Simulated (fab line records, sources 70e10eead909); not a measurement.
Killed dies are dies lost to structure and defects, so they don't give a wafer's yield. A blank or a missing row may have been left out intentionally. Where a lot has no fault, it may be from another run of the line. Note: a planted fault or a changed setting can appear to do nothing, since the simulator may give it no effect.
Matching of chambers + flow nand-harc + 3 sister chambers for NHARC_A_CONTACT_DEP_58 on pecvd-01
The step deposits SiON, target thk 90 nm. 6 wafers are shown with their chamber, then 9 later ones without.

WAFERS WITH THEIR CHAMBER
| wafer  | chamber | heater-power-outer-w (W) | susceptor-temp-C (C) |
|--------|---------|--------------------------|----------------------|
| L581.5 | 2       | 609                      | 399.82               |
| L584.5 | 0       | 606                      | 399.86               |
| L584.6 | 1       | 489                      | 400.16               |
| L587.1 | 2       | 520                      | 399.73               |
| L587.5 | 0       | 536                      | 399.64               |
| L587.6 | 1       | 512                      | 399.99               |

WAFERS WITH NO CHAMBER GIVEN
| wafer  | heater-power-outer-w (W) | susceptor-temp-C (C) |
|--------|--------------------------|----------------------|
| L592.1 | 469                      | 400.37               |
| L592.2 | 601                      | 400.32               |
| L592.3 | 586                      | 400.37               |
| L591.2 | 599                      | 400.63               |
| L591.4 | 559                      | 400.04               |
| L591.5 | 600                      | 399.93               |
| L598.2 | 565                      | 400.14               |
| L598.3 | 529                      | 400.04               |
| L598.5 | 567                      | 400.32               |

WHICH CHAMBER EACH ONE RAN IN
| wafer  | from the rows above          | in truth                   |
|--------|------------------------------|----------------------------|
| L592.1 | 1                            | 1                          |
| L592.2 | can't be placed: 1 or 2 or 0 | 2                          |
| L592.3 | can't be placed: 1 or 2      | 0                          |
| L591.2 | 1                            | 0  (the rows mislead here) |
| L591.4 | can't be placed: 1 or 2 or 0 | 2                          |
| L591.5 | can't be placed: 2 or 0 or 1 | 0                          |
| L598.2 | can't be placed: 1 or 2 or 0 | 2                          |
| L598.3 | can't be placed: 1 or 2 or 0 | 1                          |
| L598.5 | 1                            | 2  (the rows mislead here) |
Placed correctly: 1 of 9. Not placeable from these rows: 6 (in 5, the candidates include the true chamber). Number placed wrongly: 2.
How it was worked out, from the rows above alone: a wafer's distance from a chamber is the root of the sum, over the readings, of the square of ((its reading less the chamber's mean) divided by the reading's scatter). The wafer belongs to the nearest chamber; if the next one is less than 2 further off, it can't be placed. Each chamber's mean is taken over the wafers shown for it. The scatter is the square root of a quotient: the sum, over the shown wafers, of each reading's squared deviation from its chamber's mean, divided by wafers minus chambers.
